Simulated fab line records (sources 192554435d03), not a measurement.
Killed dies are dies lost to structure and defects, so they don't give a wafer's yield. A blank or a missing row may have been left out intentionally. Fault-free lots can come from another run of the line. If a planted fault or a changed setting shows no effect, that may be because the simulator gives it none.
Chamber matching	flow n5-finfet	N5_BEOL_M3_ETCH_74 on rie-diel-01: 4 sister chambers
The step etches underlayer in N2/H2, target depth 6.5 nm, time 5.2 s. 4 wafers are shown with their chamber, then 8 later ones without.

## EACH WAFER AND ITS CHAMBER
wafer	chamber	throttle-valve-pct (%)
L084.6	1	18.57
L088.1	2	18.01
L088.4	0	17.70
L089.1	3	17.95

## WAFERS WITH NO CHAMBER GIVEN
wafer	throttle-valve-pct (%)
L089.3	18.15
L089.6	17.75
L096.1	17.99
L096.5	17.99
L096.6	18.05
L097.1	17.75
L097.2	18.03
L097.6	17.98

## THE CHAMBER EACH PASSED THROUGH
wafer	from the rows above	in truth
L089.3	can't be placed: 2 or 3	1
L089.6	0	0
L096.1	can't be placed: 2 or 3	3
L096.5	can't be placed: 2 or 3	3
L096.6	can't be placed: 2 or 3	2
L097.1	0	0
L097.2	can't be placed: 2 or 3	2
L097.6	can't be placed: 2 or 3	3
Correct placement for 2 of the 8. Can't be placed from these rows: 6 (the true chamber is among the candidates in 5). Number placed wrongly: 0.
How it was worked out, from the rows above alone: a wafer's distance from a chamber is the root of the sum, over the readings, of the square of ((its reading less the chamber's mean) divided by the reading's scatter). The wafer belongs to the nearest chamber; if the next one is less than 2 further off, it can't be placed. The mean given for a chamber averages the wafers shown for that chamber. The scatter: with one shown wafer a chamber, the root of the mean of the squares of how far each hidden wafer lies from its nearest shown one.
